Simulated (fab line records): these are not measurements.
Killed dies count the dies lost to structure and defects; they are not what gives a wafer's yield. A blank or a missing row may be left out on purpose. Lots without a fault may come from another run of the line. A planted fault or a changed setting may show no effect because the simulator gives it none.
Chamber matching	flow n5Finfet	N5_BEOL_M7_VIA_ETCH_34 on rieDiel-05 has 4 sister chambers
The step etches SiCOH lowk in C4F6/O2, target depth 125.5 nm, time 50.5 s. 16 wafers are shown with their chamber, then 8 later ones without.

## WAFERS WITH THEIR CHAMBER
wafer	chamber	showerheadPlenumPTorr (Torr)	drypumpMotorCurrentA (A)	throttleValvePct (%)
L074.4	2	2.82	5.9	20.93
L074.5	1	2.85	5.2	20.65
L074.6	0	3.05	5.4	20.97
L075.2	3	2.84	5.6	21.10
L075.4	2	2.82	5.8	20.94
L075.6	3	2.84	5.6	21.09
L078.2	1	2.84	5.2	20.66
L078.5	3	2.84	5.6	21.10
L078.6	2	2.82	5.9	20.95
L081.2	2	2.82	5.9	20.96
L081.4	3	2.84	5.6	21.09
L081.5	1	2.84	5.2	20.66
L083.1	0	3.04	5.4	20.99
L083.3	2	2.82	5.9	20.97
L083.4	3	2.83	5.6	21.13
L084.2	1	2.84	5.2	20.66

SIGNATURES (means of the wafers above)
reading	chamber 0	chamber 1	chamber 2	chamber 3	scatter within a chamber
showerheadPlenumPTorr	3.0450	2.8425	2.8200	2.8380	0.00413
drypumpMotorCurrentA	5.400	5.200	5.880	5.600	0.0258
throttleValvePct	20.9800	20.6575	20.9500	21.1020	0.014
Rule: for each reading, subtract the chamber's mean from the wafer's reading, divide by that reading's scatter and square the result; add these up over the readings and take the root, which gives the wafer's distance from the chamber. If the next closest chamber is less than 2 further off than the closest, the wafer can't be placed; otherwise it belongs to the closest. The scatter is the square root of a quotient: the sum, over the shown wafers, of each reading's squared deviation from its chamber's mean, divided by wafers minus chambers.

## WAFERS WITH NO CHAMBER GIVEN
wafer	showerheadPlenumPTorr (Torr)	drypumpMotorCurrentA (A)	throttleValvePct (%)
L084.4	2.83	5.6	21.11
L084.6	2.84	5.2	20.67
L088.2	2.83	5.6	21.12
L088.4	2.81	5.9	20.97
L088.5	2.83	5.6	21.12
L089.2	2.84	5.2	20.66
L089.3	3.04	5.4	20.99
L089.5	2.81	5.9	20.98

## WHICH CHAMBER EACH WENT THROUGH
wafer	from the rows above	in truth
L084.4	3	3
L084.6	1	1
L088.2	3	3
L088.4	2	2
L088.5	3	3
L089.2	1	1
L089.3	0	0
L089.5	2	2
Correctly placed: 8 of 8. Can't be placed from these rows: 0. Wrongly placed: 0.
